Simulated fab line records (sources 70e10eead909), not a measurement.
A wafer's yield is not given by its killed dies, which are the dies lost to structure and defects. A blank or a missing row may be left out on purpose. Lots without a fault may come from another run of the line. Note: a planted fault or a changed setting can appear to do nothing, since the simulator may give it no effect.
Which tool is to blame? | flow nand-harc | 14 lots with 42 wafers sampled at 4 steps, on a route of 1302 steps

== WHAT THE GAUGES READ, wafer by wafer ==
Not one reading of a measure or inspect step in the record can be checked against a usual standard deviation.

== EACH LOT AND THE TOOL THAT RAN IT (in order: tool; ch and the chambers of the sampled wafers; start) ==
lot  | NHARC_A_M0_CMP_23             | NHARC_A_M0_DEP_32               | NHARC_A_M1_DEVELOP_08             | NHARC_A_M1_DESCUM_14
L421 | cmp-03 ch 1,2, day 22 19:09   | pecvd-03 ch 0,2, day 22 19:52   | litho-track-01 ch 0, day 22 20:00 | rie-diel-12 ch 0,2, day 22 21:11
L423 | cmp-03 ch 0,1,3, day 23 09:27 | pecvd-03 ch 0,2, day 23 10:05   | litho-track-01 ch 0, day 23 11:00 | rie-diel-03 ch 0,1,3, day 23 11:23
L425 | cmp-03 ch 0,1,3, day 24 10:40 | pecvd-03 ch 0,1, day 24 11:17   | litho-track-04 ch 0, day 24 12:00 | rie-diel-03 ch 0,2,3, day 24 12:44
L424 | cmp-03 ch 0,1,2, day 24 12:19 | pecvd-01 ch 0,2, day 24 12:54   | litho-track-04 ch 0, day 24 14:00 | rie-diel-03 ch 1,2,3, day 24 14:18
L426 | cmp-02 ch 0,3, day 25 03:25   | pecvd-02 ch 0,1,2, day 25 04:00 | litho-track-06 ch 0, day 25 05:00 | rie-diel-09 ch 1,2,3, day 25 05:26
L428 | cmp-03 ch 0,1,3, day 26 02:02 | pecvd-01 ch 0,1,2, day 26 03:26 | litho-track-06 ch 0, day 26 04:00 | rie-diel-09 ch 0,1,2, day 26 04:52
L429 | cmp-03 ch 1,2,3, day 26 06:43 | pecvd-02 ch 0,1,2, day 26 07:25 | litho-track-04 ch 0, day 26 08:00 | rie-diel-12 ch 0,2, day 26 08:44
L427 | cmp-02 ch 0,1, day 26 10:28   | pecvd-03 ch 0,1,2, day 26 11:11 | litho-track-01 ch 0, day 26 12:00 | rie-diel-03 ch 0,1, day 26 12:29
L431 | cmp-01 ch 0,1,2, day 26 22:35 | pecvd-03 ch 0,1,2, day 26 23:12 | litho-track-06 ch 0, day 27 00:00 | rie-diel-03 ch 2,3, day 27 00:32
L432 | cmp-03 ch 0,1,3, day 27 19:59 | pecvd-03 ch 0,1, day 27 20:38   | litho-track-04 ch 0, day 27 21:00 | rie-diel-03 ch 0,2,3, day 27 21:59
L437 | cmp-02 ch 0,2,3, day 29 04:50 | pecvd-02 ch 0,2, day 29 05:23   | litho-track-01 ch 0, day 29 06:00 | rie-diel-12 ch 0,1,3, day 29 06:41
L438 | cmp-01 ch 0,1,3, day 29 16:13 | pecvd-01 ch 0,1,2, day 29 16:50 | litho-track-01 ch 0, day 29 17:00 | rie-diel-03 ch 0,1,2, day 29 18:14
L441 | cmp-03 ch 0,1,2, day 30 13:41 | pecvd-03 ch 0,1,2, day 30 14:20 | litho-track-01, day 30 15:00      | rie-diel-09 ch 0,1,3, day 30 15:49
L440 | cmp-02 ch 0,1,2, day 31 18:17 | pecvd-02 ch 1,2, day 31 18:56   | litho-track-06, day 31 19:00      | rie-diel-03 ch 1,2, day 31 20:11
- NHARC_A_M0_CMP_23: polishes, t overpolish 20 s, target thk 113.75 nm.
- NHARC_A_M0_DEP_32: deposits SiCN, target thk 30 nm.
- NHARC_A_M1_DEVELOP_08: develop time 35 s.
- NHARC_A_M1_DESCUM_14: chemistry O2, time 3 s.

== WHAT THE TOOLS THEMSELVES READ (means of the sampled wafers that have a number; where no wafer has one, the mark that the record gives instead) ==
NHARC_A_M0_CMP_23. Usual: motor-current-A 11.5 A, standard deviation 1.2; slurry-filter-dp-kPa 13.52 kPa, standard deviation 0.13; time-to-endpoint-s 28.4 s, standard deviation 2.1.
lot  | tool   | motor-current-A (A) | slurry-filter-dp-kPa (kPa) | time-to-endpoint-s (s) | flag
L421 | cmp-03 | 12.2                | 13.52                      | 28.0                   |
L423 | cmp-03 | 11.4                | 13.61                      | 29.3                   |
L425 | cmp-03 | 11.6                | 13.53                      | 29.6                   |
L424 | cmp-03 | 11.7                | 13.56                      | 30.2                   |
L426 | cmp-02 | 11.7                | 13.53                      | 27.7                   |
L428 | cmp-03 | 11.0                | 13.56                      | 31.6                   |
L429 | cmp-03 | 11.5                | 13.62                      | 29.8                   |
L427 | cmp-02 | 10.4                | 13.47                      | 26.3                   |
L431 | cmp-01 | 11.2                | 13.51                      | 26.8                   |
L432 | cmp-03 | 11.5                | 13.47                      | 29.1                   |
L437 | cmp-02 | 12.0                | 13.51                      | 27.8                   |
L438 | cmp-01 | 11.5                | 13.59                      | 26.3                   |
L441 | cmp-03 | 12.1                | 13.42                      | 28.4                   |
L440 | cmp-02 | 11.4                | 13.54                      | 23.8                   |

NHARC_A_M0_DEP_32. Usual: heater-power-w reads 558 W (standard deviation 100).
lot  | tool     | heater-power-w (W) | flag
L421 | pecvd-03 | 533                |
L423 | pecvd-03 | 488                |
L425 | pecvd-03 | 492                |
L424 | pecvd-01 | 522                |
L426 | pecvd-02 | 577                |
L428 | pecvd-01 | 557                |
L429 | pecvd-02 | 592                |
L427 | pecvd-03 | 484                |
L431 | pecvd-03 | 558                |
L432 | pecvd-03 | 501                |
L437 | pecvd-02 | 467                |
L438 | pecvd-01 | 577                |
L441 | pecvd-03 | 547                |
L440 | pecvd-02 | 649                |

NHARC_A_M1_DEVELOP_08. Usual: chill-plate-temp-C reads 22.97 C (standard deviation 0.097).
lot  | tool           | chill-plate-temp-C (C) | flag
L421 | litho-track-01 | 22.98                  |
L423 | litho-track-01 | 22.96                  |
L425 | litho-track-04 | 22.98                  |
L424 | litho-track-04 | 22.92                  |
L426 | litho-track-06 | 22.97                  |
L428 | litho-track-06 | 22.95                  |
L429 | litho-track-04 | 23.01                  |
L427 | litho-track-01 | 22.76                  |
L431 | litho-track-06 | 23.05                  |
L432 | litho-track-04 | 22.98                  |
L437 | litho-track-01 | 22.97                  |
L438 | litho-track-01 | 23.08                  |
L441 | litho-track-01 | -                      | OFF
L440 | litho-track-06 | -                      | OFF

NHARC_A_M1_DESCUM_14. Usual: drypump-motor-current-A 5.9 A, standard deviation 0.38; oes-product-au 0.999 a.u., standard deviation 0.0085; rf-vpp-V 57.8 V, standard deviation 0.92; showerhead-plenum-p-Torr 1.91 Torr, standard deviation 0.074; throttle-valve-pct 11.311 %, standard deviation 0.0091.
lot  | tool        | drypump-motor-current-A (A) | oes-product-au (a.u.) | rf-vpp-V (V) | showerhead-plenum-p-Torr (Torr) | throttle-valve-pct (%) | flag
L421 | rie-diel-12 | 5.9                         | 0.997                 | 58.7         | 1.98                            | 11.311                 |
L423 | rie-diel-03 | 5.6                         | 1.006                 | 57.7         | 1.86                            | 11.309                 |
L425 | rie-diel-03 | 5.8                         | 0.996                 | 57.2         | 1.85                            | 11.307                 |
L424 | rie-diel-03 | 5.9                         | 0.991                 | 57.5         | 1.88                            | 11.306                 |
L426 | rie-diel-09 | 6.2                         | 1.004                 | 57.4         | 1.92                            | 11.315                 |
L428 | rie-diel-09 | 6.2                         | 0.997                 | 57.7         | 1.91                            | 11.307                 |
L429 | rie-diel-12 | 5.9                         | 0.996                 | 58.7         | 1.98                            | 11.312                 |
L427 | rie-diel-03 | 5.6                         | 1.000                 | 58.2         | 1.91                            | 11.314                 |
L431 | rie-diel-03 | 6.1                         | 0.997                 | 57.2         | 1.87                            | 11.316                 |
L432 | rie-diel-03 | 5.8                         | 1.003                 | 57.9         | 1.85                            | 11.308                 |
L437 | rie-diel-12 | 5.9                         | 0.997                 | 57.6         | 1.98                            | 11.320                 |
L438 | rie-diel-03 | 5.8                         | 1.008                 | 57.8         | 1.90                            | 11.313                 |
L441 | rie-diel-09 | 6.3                         | 0.995                 | 58.4         | 1.87                            | 11.309                 |
L440 | rie-diel-03 | 6.1                         | 1.009                 | 57.5         | 1.91                            | 11.315                 |

== THE ANSWER, worked out from the rows above alone ==
Rule: a lot is off if the mean of its wafers that have a number lies more than 3 standard deviations from the usual mean. A lot without any number at a reading at which 4 lots or more have one is off too. Any other lot the step has rows for is counted as sound. After the gauges, taken in route order, come the tools' own readings; for these a lot's mean is taken, as printed above. The first step at which some lot is off is used, and at that step the reading that is off furthest; a lot without a number counts as furthest.
Off, at NHARC_A_M1_DEVELOP_08 on chill-plate-temp-C: L441, L440. Without a number there: L441, L440.
If a tool, at that step or one of the process steps before it, ran each lot that is off and ran no sound lot following the first of them, it fits. No candidate that was tried fits.

== WHAT WAS PUT IN BY THE SIMULATOR ==
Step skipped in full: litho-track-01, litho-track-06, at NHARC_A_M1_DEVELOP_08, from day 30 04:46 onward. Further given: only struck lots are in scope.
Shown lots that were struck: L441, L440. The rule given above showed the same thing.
